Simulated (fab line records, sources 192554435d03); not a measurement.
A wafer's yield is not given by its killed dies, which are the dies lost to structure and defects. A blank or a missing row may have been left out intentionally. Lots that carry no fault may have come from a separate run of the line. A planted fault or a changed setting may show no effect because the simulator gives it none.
Which tool is to blame? + flow n5 finfet + 12 lots (36 wafers sampled), 1 step of a 1938-step route

## WHAT THE GAUGES SHOWED, per wafer
N5_BEOL_M14_OVL_MEAS_29.
| lot  | measured     | on         | M14_OVL (nm) |
|------|--------------|------------|--------------|
| L075 | day 12 04:38 | overlay-02 | -2 -10 -3    |
| L077 | day 14 11:23 | overlay-01 | -11 -3 -11   |
| L079 | day 15 10:41 | overlay-02 | -10 -2 -3    |
| L082 | day 16 03:23 | overlay-01 | -3 -2 -5     |
| L085 | day 16 19:43 | overlay-02 | -6 -10 -8    |
| L087 | day 17 00:13 | overlay-01 | 1 -8 -11     |
| L089 | day 17 04:10 | overlay-01 | 4 6 7        |
| L090 | day 17 13:17 | overlay-02 | 2 0 -4       |
| L088 | day 18 10:29 | overlay-02 | -3 -5 -7     |
| L095 | day 18 14:05 | overlay-01 | 7 10 0       |
| L096 | day 18 23:13 | overlay-02 | -5 -9 4      |
| L097 | day 19 04:31 | overlay-01 | -5 -2 0      |

## WHAT TOOL EACH LOT RAN ON (gives the tool, then ch and the chambers of the sampled wafers, and finally the start)
No process step before these readings appears in the record.

## THE ANSWER, worked out from the rows above alone
Rule: the lots themselves supply what counts as usual. Put in order of their means at a reading, lots are off if they are a third of the lots or fewer, leave a main group of 4 or more, and stand apart from it by a gap of 3 or more times the standard deviation of the main group's means; of several such gaps the widest counts. A main group whose means are all the same, to the digits that the tables above print for the reading, isn't used. Also off: a lot with no number at a reading for which 4 or more lots have one. All remaining lots with rows at the step are treated as sound.
Nothing can be told from this: no lot is off at any reading shown.

## WHAT THE SIMULATOR HAD PUT IN
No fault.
